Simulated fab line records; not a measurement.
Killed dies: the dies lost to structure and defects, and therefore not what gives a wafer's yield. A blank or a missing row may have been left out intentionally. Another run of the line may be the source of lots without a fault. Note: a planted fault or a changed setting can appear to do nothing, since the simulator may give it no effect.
fab line records	flow n5Finfet	part 1 of 2: steps 1 to 4 of 6
record lots=23	wafers=69	lastDay=18
route steps=1938 shown BEOL_M5@1183 BEOL_M6@1197
lots that met no fault: taken from a fault-free run of the same line
startH: hours from the record's first day to the start of the lot's first wafer shown	waitH: hours elapsed since this lot's preceding step	" same as the row above	L1.1+2: one row covering several wafers at once	- no value present, or no start provided	* or withheld: withheld	< > ~ a bound
route shown NAME@n: NAME is a module with steps in the file, n the number in the route of the first one	usual: the fault-free wafers' mean and standard deviation	same: alike in all rows	chamber/n: place in a boat	sites: per-site readings	_std_site: their standard deviation	_edge_site: mean of outer sites minus mean of inner sites	radiusMm: how far each site lies from the wafer's centre	mask NAME#n: copy n	behind: the last tool/chamber to shape the wafer	hold: reason for holding the lot/hours on hold/outcome of the hold	device: transistor that didn't switch, given as n, p or np	end of line: tests of these same wafers at the route's end	for a step that has no rows: nothing shown but its recipe	killed: not the wafer's yield, but the dies lost to structure and defects at the first sort	map: a wafer's dies, x killed, . not, _ none there
set.NAME: setting as actually run; set.NAME@STEP: the setting as run at that earlier step	model.NAME: the simulator's own value behind a step, which no gauge read
a sample of lots followed through the steps of the route, with each step as a table and each wafer as a row
services: when a tool's chamber went out of use (startH, in hours from the record's first day, below 0 if earlier), for how many hours, and the reason
## steps
# step N5_BEOL_M5_SPUTTER_90
# recipe material=Cu	targetThkA=45	tempC=-20	chamberPressurePa=0.07	powerW=withheld	timeS=8.29
# usual substrateTempC=-20.02/0.11	throttleValvePct=30.3/0.94
lot.wafer	tool	chamber	startH	waitH	substrateTempC	throttleValvePct
L075.1	pvdSputter-03	-	182.44	0.5	-19.91	31.0
L075.4	"	-	"	"	-20.04	29.1
L075.6	"	-	"	"	-20.02	29.6
L074.2	pvdSputter-02	-	185.30	0.5	-20.34	30.1
L074.3	"	-	"	"	-20.20	29.9
L074.4	"	-	"	"	-20.07	30.3
L076.2	pvdSputter-03	-	191.26	0.5	-20.01	31.0
L076.3	"	-	"	"	-20.16	29.4
L076.5	"	-	"	"	-20.14	29.1
L077.2	pvdSputter-01	-	191.44	0.5	-20.10	30.0
L077.4	"	-	"	"	-19.92	28.6
L077.5	"	-	"	"	-19.96	31.8
L078.2	pvdSputter-01	-	211.91	0.5	-20.04	31.7
L078.5	"	-	"	"	-19.94	31.5
L078.6	"	-	"	"	-20.04	28.6
L079.2	pvdSputter-03	-	214.74	0.5	-19.86	29.5
L079.4	"	-	"	"	-19.91	30.9
L079.6	"	-	"	"	-20.24	29.3
L081.3	pvdSputter-03	-	222.62	0.5	-19.92	30.8
L081.5	"	-	"	"	-19.98	30.4
L081.6	"	-	"	"	-19.96	31.1
L082.1	pvdSputter-03	-	228.05	0.5	-20.04	30.8
L082.2	"	-	"	"	-20.13	29.2
L082.3	"	-	"	"	-19.83	29.4
L080.4	pvdSputter-03	-	232.48	0.5	-19.99	30.8
L080.5	"	-	"	"	-20.09	30.6
L080.6	"	-	"	"	-20.11	31.1
L083.1	pvdSputter-02	-	243.56	0.5	-19.97	30.2
L083.3	"	-	"	"	-19.98	30.0
L083.4	"	-	"	"	-20.12	30.3
L086.1	pvdSputter-02	-	249.35	0.5	-20.00	30.4
L086.2	"	-	"	"	-20.16	29.9
L086.4	"	-	"	"	-19.96	29.8
L084.3	pvdSputter-01	-	251.48	0.5	-20.02	29.8
L084.4	"	-	"	"	-20.05	30.9
L084.6	"	-	"	"	-19.96	28.7
L085.2	pvdSputter-03	-	252.40	0.5	-19.96	30.9
L085.4	"	-	"	"	-19.94	30.8
L085.6	"	-	"	"	-19.87	29.6
L087.1	pvdSputter-01	-	257.63	0.5	-20.02	31.0
L087.3	"	-	"	"	-20.04	28.6
L087.6	"	-	"	"	-20.01	30.0
L088.2	pvdSputter-03	-	261.61	0.5	-20.06	29.6
L088.3	"	-	"	"	-20.12	31.0
L088.6	"	-	"	"	-20.10	29.6
L089.1	pvdSputter-02	-	272.61	0.6	-19.98	29.7
L089.2	"	-	"	"	-20.03	32.3
L089.3	"	-	"	"	-19.96	29.9
L090.1	pvdSputter-03	-	274.29	0.5	-20.09	29.3
L090.2	"	-	"	"	-20.06	29.2
L090.3	"	-	"	"	-20.15	30.6
L091.1	pvdSputter-02	-	296.52	0.5	-19.96	30.4
L091.2	"	-	"	"	-20.19	32.1
L091.6	"	-	"	"	-19.87	30.1
L093.1	pvdSputter-03	-	297.74	0.5	-19.92	31.1
L093.5	"	-	"	"	-19.89	29.3
L093.6	"	-	"	"	-20.05	29.4
L094.3	pvdSputter-01	-	301.10	0.5	-20.12	28.7
L094.4	"	-	"	"	-20.04	29.7
L094.6	"	-	"	"	-19.94	31.0
L095.2	pvdSputter-02	-	310.35	0.5	-20.08	30.0
L095.3	"	-	"	"	-19.86	30.0
L095.6	"	-	"	"	-19.91	31.9
L096.1	pvdSputter-01	-	314.18	0.5	-19.95	28.4
L096.4	"	-	"	"	-19.87	31.5
L096.6	"	-	"	"	-20.00	29.9
L097.1	pvdSputter-02	-	334.58	0.5	-20.01	30.2
L097.2	"	-	"	"	-19.83	32.0
L097.4	"	-	"	"	-19.84	29.8
# step N5_BEOL_M5_PRE_CLEAN_77
# recipe gas=NH3/H2	timeS=15	tempC=*	rfPowerW=300
# usual heaterPowerW=83/16	rfFwdPowerW=295.9/1.6
lot.wafer	tool	chamber	startH	waitH	heaterPowerW	rfFwdPowerW
L075.1	cvdCo-01	1	183.33	0.0	81	294.0
L075.4	"	1	"	"	80	294.4
L075.6	"	0	"	"	82	296.8
L074.2	cvdCo-01	1	186.13	0.0	79	294.5
L074.3	"	0	"	"	83	297.7
L074.4	"	1	"	"	77	294.2
L076.2	cvdCo-01	0	192.09	0.0	81	297.6
L076.3	"	2	"	"	83	293.7
L076.5	"	1	"	"	78	294.7
L077.2	cvdCo-01	1	192.27	0.0	79	294.3
L077.4	"	0	"	"	82	296.4
L077.5	"	2	"	"	83	294.5
L078.2	cvdCo-01	1	212.74	0.0	81	296.0
L078.5	"	0	"	"	83	296.2
L078.6	"	1	"	"	79	295.5
L079.2	cvdCo-02	1	215.61	0.0	127	298.7
L079.4	"	1	"	"	127	298.6
L079.6	"	0	"	"	71	296.1
L081.3	cvdCo-01	1	223.49	0.1	79	295.9
L081.5	"	0	"	"	84	295.6
L081.6	"	2	"	"	81	294.6
L082.1	cvdCo-01	2	229.87	0.0	85	294.6
L082.2	"	0	"	"	83	297.5
L082.3	"	1	"	"	80	296.4
L080.4	cvdCo-01	2	233.33	0.1	85	295.6
L080.5	"	0	"	"	83	297.0
L080.6	"	1	"	"	78	295.6
L083.1	cvdCo-02	0	244.41	0.0	69	296.6
L083.3	"	2	"	"	64	296.8
L083.4	"	2	"	"	65	296.1
L086.1	cvdCo-01	2	250.19	0.0	86	294.9
L086.2	"	0	"	"	80	297.7
L086.4	"	2	"	"	86	293.6
L084.3	cvdCo-01	2	252.31	0.0	86	293.9
L084.4	"	1	"	"	78	294.1
L084.6	"	2	"	"	85	295.4
L085.2	cvdCo-02	1	253.24	0.0	128	296.4
L085.4	"	0	"	"	69	296.6
L085.6	"	2	"	"	66	295.8
L087.1	cvdCo-02	0	258.93	0.0	70	295.8
L087.3	"	2	"	"	64	296.6
L087.6	"	1	"	"	126	298.4
L088.2	cvdCo-01	0	262.44	0.0	83	296.3
L088.3	"	1	"	"	81	293.7
L088.6	"	1	"	"	78	292.9
L089.1	cvdCo-01	2	273.72	0.0	85	293.7
L089.2	"	1	"	"	79	293.9
L089.3	"	0	"	"	82	298.5
L090.1	cvdCo-02	0	276.06	0.0	70	297.3
L090.2	"	1	"	"	124	298.2
L090.3	"	2	"	"	66	297.9
L091.1	cvdCo-01	1	297.47	0.0	79	293.4
L091.2	"	0	"	"	83	298.4
L091.6	"	0	"	"	85	298.0
L093.1	cvdCo-01	1	298.59	0.0	80	293.4
L093.5	"	2	"	"	84	294.7
L093.6	"	1	"	"	79	293.8
L094.3	cvdCo-01	0	302.08	0.0	85	298.4
L094.4	"	2	"	"	87	294.2
L094.6	"	0	"	"	84	297.0
L095.2	cvdCo-01	1	311.86	0.0	81	295.7
L095.3	"	2	"	"	86	295.0
L095.6	"	1	"	"	80	294.8
L096.1	cvdCo-02	0	315.02	0.0	71	296.4
L096.4	"	1	"	"	129	299.2
L096.6	"	0	"	"	70	297.9
L097.1	cvdCo-02	2	335.41	0.0	68	296.5
L097.2	"	0	"	"	72	295.8
L097.4	"	2	"	"	68	296.8
# step N5_BEOL_M6_PECVD_70
# recipe material=SiO2	targetThkA=200	tempC=400	precursor=TEOS/O2	pressureTorr=5.5	rfW=450	teosFlowSccm=53.8	gas=O2	flowSccm=3000	timeS=22.7
# usual heaterPowerW=694/53	rfFwdPowerW=444.1/2	showerheadPlenumPTorr=8.82/0.048	throttleValvePct=22.8/1.3
lot.wafer	tool	chamber	startH	waitH	heaterPowerW	rfFwdPowerW	showerheadPlenumPTorr	throttleValvePct
L075.1	pecvd-02	0	184.23	0.0	704	441.7	8.82	24.9
L075.4	"	1	"	"	682	445.5	8.83	22.4
L075.6	"	0	"	"	680	442.2	8.79	24.8
L074.2	pecvd-02	0	187.03	0.0	718	441.9	8.80	24.8
L074.3	"	1	"	"	684	443.8	8.85	22.0
L074.4	"	1	"	"	701	446.0	8.83	22.3
L076.2	pecvd-03	1	192.99	0.0	650	446.5	8.91	21.9
L076.3	"	0	"	"	785	444.8	8.76	22.5
L076.5	"	2	"	"	733	443.9	8.77	20.9
L077.2	pecvd-03	2	193.17	0.0	621	443.5	8.74	21.0
L077.4	"	0	"	"	734	445.1	8.78	22.4
L077.5	"	1	"	"	684	444.5	8.90	22.0
L078.2	pecvd-02	2	214.13	0.0	615	442.8	8.74	22.6
L078.5	"	1	"	"	714	444.8	8.83	22.1
L078.6	"	0	"	"	597	441.5	8.80	25.3
L079.2	pecvd-03	1	216.51	0.0	699	447.2	8.89	21.7
L079.4	"	1	"	"	705	446.6	8.89	21.8
L079.6	"	0	"	"	772	444.3	8.76	22.3
L081.3	pecvd-02	2	224.39	0.0	683	444.1	8.75	22.4
L081.5	"	1	"	"	732	445.0	8.82	22.0
L081.6	"	0	"	"	711	443.1	8.83	25.1
L082.1	pecvd-01	1	230.78	0.0	682	448.7	8.84	24.6
L082.2	"	0	"	"	834	443.1	8.88	21.8
L082.3	"	0	"	"	847	442.5	8.88	21.9
L080.4	pecvd-01	0	234.28	0.1	778	447.8	8.91	21.7
L080.5	"	1	"	"	708	446.4	8.85	24.9
L080.6	"	0	"	"	807	445.0	8.88	22.0
L083.1	pecvd-02	0	245.34	0.0	691	442.1	8.82	25.0
L083.3	"	1	"	"	712	442.7	8.82	22.2
L083.4	"	1	"	"	706	444.3	8.82	22.2
L086.1	pecvd-02	1	251.09	0.0	720	443.3	8.81	22.4
L086.2	"	2	"	"	702	444.8	8.74	22.5
L086.4	"	0	"	"	721	440.8	8.80	24.9
L084.3	pecvd-01	1	253.21	0.0	689	445.9	8.86	24.4
L084.4	"	0	"	"	746	443.1	8.89	21.8
L084.6	"	1	"	"	700	446.0	8.85	24.9
L085.2	pecvd-02	1	254.15	0.0	628	444.4	8.83	21.9
L085.4	"	1	"	"	632	443.7	8.84	21.8
L085.6	"	0	"	"	637	440.2	8.80	24.8
L087.1	pecvd-01	2	259.83	0.0	647	446.0	8.81	21.6
L087.3	"	0	"	"	771	444.4	8.88	21.9
L087.6	"	2	"	"	654	447.2	8.82	21.6
L088.2	pecvd-03	2	263.35	0.0	679	444.5	8.76	21.3
L088.3	"	1	"	"	622	448.7	8.90	21.8
L088.6	"	1	"	"	649	447.8	8.88	21.6
L089.1	pecvd-02	0	274.63	0.0	739	440.1	8.83	25.1
L089.2	"	2	"	"	640	443.7	8.76	22.7
L089.3	"	1	"	"	718	443.2	8.81	22.0
L090.1	pecvd-02	0	276.96	0.0	638	440.7	8.82	25.1
L090.2	"	2	"	"	642	445.5	8.76	22.6
L090.3	"	1	"	"	732	442.1	8.84	22.4
L091.1	pecvd-01	0	298.37	0.0	804	444.4	8.87	21.7
L091.2	"	1	"	"	729	447.3	8.83	25.0
L091.6	"	1	"	"	732	445.9	8.83	24.5
L093.1	pecvd-03	1	299.49	0.0	716	445.2	8.91	21.6
L093.5	"	0	"	"	733	444.3	8.77	22.4
L093.6	"	1	"	"	727	444.8	8.90	21.8
L094.3	pecvd-01	0	303.13	0.0	677	443.2	8.87	22.0
L094.4	"	2	"	"	707	445.8	8.80	21.7
L094.6	"	0	"	"	678	445.3	8.88	21.9
L095.2	pecvd-02	1	312.82	0.0	719	442.3	8.81	22.1
L095.3	"	2	"	"	704	443.2	8.76	22.7
L095.6	"	0	"	"	605	442.0	8.82	24.9
L096.1	pecvd-02	0	315.92	0.0	617	442.9	8.80	24.7
L096.4	"	1	"	"	699	444.9	8.84	22.2
L096.6	"	0	"	"	637	441.7	8.80	25.2
L097.1	pecvd-02	0	337.20	0.0	628	442.1	8.82	24.9
L097.2	"	2	"	"	701	442.2	8.74	22.6
L097.4	"	0	"	"	627	440.0	8.79	25.0
# step N5_BEOL_M6_ETCH_62
# recipe chemistry=N2/H2	target=SOC	targetDepthA=1100	overetchA=220	maskMaterial=SiARC	tempC=40	timeS=165	ionEnergyEv=200	pressureMtorr=30	sourceW=840	biasW=150	n2FlowSccm=200	h2FlowSccm=200
# usual biasW=149.9/0.49	drypumpMotorCurrentA=5.6/0.48	oesProductAu=0.69/0.065	rfFwdPowerW=837.5/2.6	rfVppV=523.5/2.5	showerheadPlenumPTorr=2.53/0.08	throttleValvePct=17.77/0.3
lot.wafer	tool	chamber	startH	waitH	biasW	drypumpMotorCurrentA	oesProductAu	rfFwdPowerW	rfHoursCounterH	rfVppV	showerheadPlenumPTorr	throttleValvePct
L075.1	rieDiel-02	1	184.90	0.0	149.3	6.4	0.83	838.6	1	522.6	2.50	17.16
L075.4	"	2	"	"	150.3	5.2	0.71	833.6	63	521.7	2.49	17.79
L075.6	"	1	"	"	149.8	6.4	0.84	834.7	-	522.9	2.50	17.14
L074.2	rieDiel-03	1	191.61	0.0	149.2	5.3	0.70	837.0	80	522.4	2.46	17.46
L074.3	"	2	"	"	150.4	5.9	0.59	835.5	228	523.6	2.51	17.97
L074.4	"	3	"	"	149.5	5.2	0.63	834.9	-	526.4	2.66	17.92
L076.2	rieDiel-02	1	194.08	0.0	149.6	6.4	0.82	837.2	3	521.5	2.49	17.17
L076.3	"	2	"	"	150.2	5.1	0.71	839.4	66	521.9	2.49	17.80
L076.5	"	0	"	"	149.5	5.1	0.60	841.3	-	520.9	2.40	18.19
L077.2	rieDiel-03	2	194.27	0.0	149.6	5.9	0.60	836.1	229	523.5	2.51	17.98
L077.4	"	1	"	"	149.5	5.3	0.70	835.2	81	521.0	2.46	17.44
L077.5	"	1	"	"	149.2	5.3	0.70	840.6	-	520.9	2.46	17.47
L078.2	rieDiel-03	3	215.41	0.0	150.3	5.1	0.62	835.6	164	526.9	2.66	17.94
L078.5	"	3	"	"	150.5	5.2	0.62	837.7	-	527.3	2.66	17.92
L078.6	"	0	"	"	149.4	6.1	0.73	838.0	-	523.0	2.49	18.00
L079.2	rieDiel-04	2	218.37	0.0	149.4	5.1	0.76	835.8	25	523.3	2.49	17.61
L079.4	"	0	"	"	150.1	5.0	0.79	838.7	4	523.7	2.52	17.92
L079.6	"	2	"	"	150.3	5.1	0.76	837.7	-	523.0	2.49	17.63
L081.3	rieDiel-03	1	226.31	0.0	149.5	5.3	0.69	837.3	90	522.0	2.45	17.47
L081.5	"	1	"	"	149.1	5.3	0.69	835.4	-	520.7	2.45	17.47
L081.6	"	3	"	"	149.4	5.2	0.62	836.2	-	528.2	2.65	17.94
L082.1	rieDiel-04	3	232.59	0.0	149.9	6.2	0.75	834.4	21	522.5	2.49	17.40
L082.2	"	1	"	"	150.8	6.0	0.61	834.4	221	525.8	2.61	18.25
L082.3	"	0	"	"	150.2	5.0	0.78	839.2	9	523.7	2.52	17.93
L080.4	rieDiel-03	1	236.40	0.0	149.4	5.3	0.69	839.0	94	522.0	2.45	17.49
L080.5	"	1	"	"	149.9	5.3	0.68	840.4	-	520.8	2.45	17.47
L080.6	"	0	"	"	150.0	6.1	0.73	837.5	-	522.1	2.48	18.01
L083.1	rieDiel-04	3	247.07	0.0	150.2	6.2	0.75	840.7	26	521.8	2.49	17.41
L083.3	"	2	"	"	149.4	5.1	0.74	838.8	37	520.7	2.49	17.62
L083.4	"	1	"	"	150.2	6.0	0.60	840.1	-	525.8	2.61	18.27
L086.1	rieDiel-04	1	252.87	0.0	150.2	6.0	0.60	836.7	229	524.8	2.61	18.26
L086.2	"	3	"	"	149.8	6.2	0.74	837.0	29	521.9	2.49	17.42
L086.4	"	3	"	"	150.4	6.1	0.74	836.3	-	523.4	2.49	17.41
L084.3	rieDiel-03	3	256.22	0.0	149.6	5.2	0.61	838.9	178	526.7	2.65	17.95
L084.4	"	3	"	"	150.8	5.2	0.62	840.6	-	526.2	2.65	17.96
L084.6	"	0	"	"	150.6	6.2	0.72	837.0	-	522.0	2.48	18.03
L085.2	rieDiel-02	0	256.37	0.0	149.7	5.1	0.59	833.9	247	520.2	2.39	18.22
L085.4	"	2	"	"	149.7	5.1	0.69	837.2	88	523.0	2.48	17.80
L085.6	"	3	"	"	149.4	5.3	0.73	835.6	-	529.1	2.68	17.51
L087.1	rieDiel-03	0	263.44	0.0	149.7	6.2	0.72	836.7	54	523.1	2.48	18.06
L087.3	"	3	"	"	150.0	5.2	0.62	836.4	181	527.9	2.65	17.96
L087.6	"	1	"	"	150.1	5.3	0.68	838.1	-	521.5	2.45	17.48
L088.2	rieDiel-04	3	264.41	0.0	149.5	6.2	0.73	841.5	34	521.8	2.49	17.43
L088.3	"	2	"	"	150.3	5.1	0.73	838.8	45	521.5	2.48	17.64
L088.6	"	2	"	"	149.5	5.1	0.73	843.2	-	522.2	2.48	17.65
L089.1	rieDiel-04	0	275.50	0.0	149.9	5.0	0.77	844.9	15	522.7	2.52	17.95
L089.2	"	3	"	"	150.1	6.2	0.72	836.3	38	520.4	2.48	17.43
L089.3	"	2	"	"	150.2	5.1	0.72	838.6	49	520.8	2.48	17.64
L090.1	rieDiel-04	3	279.50	0.0	149.1	6.2	0.73	835.1	39	519.9	2.48	17.44
L090.2	"	1	"	"	151.3	6.0	0.60	834.2	240	527.2	2.60	18.29
L090.3	"	0	"	"	150.0	5.0	0.76	836.2	17	523.0	2.52	17.95
L091.1	rieDiel-03	3	300.23	0.0	150.6	5.2	0.60	833.6	194	525.2	2.64	17.99
L091.2	"	1	"	"	150.7	5.3	0.67	834.4	116	521.6	2.44	17.53
L091.6	"	2	"	"	150.5	5.8	0.78	841.9	-	522.8	2.50	17.63
L093.1	rieDiel-04	2	300.67	0.0	149.8	5.1	0.71	833.3	58	522.3	2.48	17.66
L093.5	"	0	"	"	150.3	5.0	0.75	837.0	-	522.0	2.51	17.95
L093.6	"	3	"	"	149.8	6.1	0.71	838.5	-	521.5	2.48	17.46
L094.3	rieDiel-02	0	305.41	0.0	150.0	5.1	0.80	840.0	6	530.2	2.70	17.73
L094.4	"	3	"	"	150.8	5.3	0.72	837.6	74	527.8	2.67	17.54
L094.6	"	3	"	"	150.5	5.3	0.72	835.4	-	526.9	2.67	17.53
L095.2	rieDiel-03	3	314.44	0.0	149.9	5.1	0.60	838.0	200	526.9	2.64	18.00
L095.3	"	0	"	"	149.1	6.1	0.70	838.4	74	523.4	2.47	18.06
L095.6	"	1	"	"	149.8	5.3	0.66	839.0	-	523.0	2.44	17.53
L096.1	rieDiel-04	0	317.60	0.0	150.6	5.0	0.73	840.5	35	522.2	2.51	17.97
L096.4	"	2	"	"	149.9	5.1	0.71	836.3	-	522.9	2.47	17.69
L096.6	"	3	"	"	149.9	6.1	0.71	836.6	-	521.5	2.48	17.46
L097.1	rieDiel-02	3	338.57	0.0	149.7	5.3	0.70	834.3	85	528.0	2.66	17.56
L097.2	"	2	"	"	149.8	5.2	0.67	834.8	120	521.5	2.46	17.89
L097.4	"	1	"	"	150.1	6.4	0.72	837.2	59	520.8	2.47	17.26
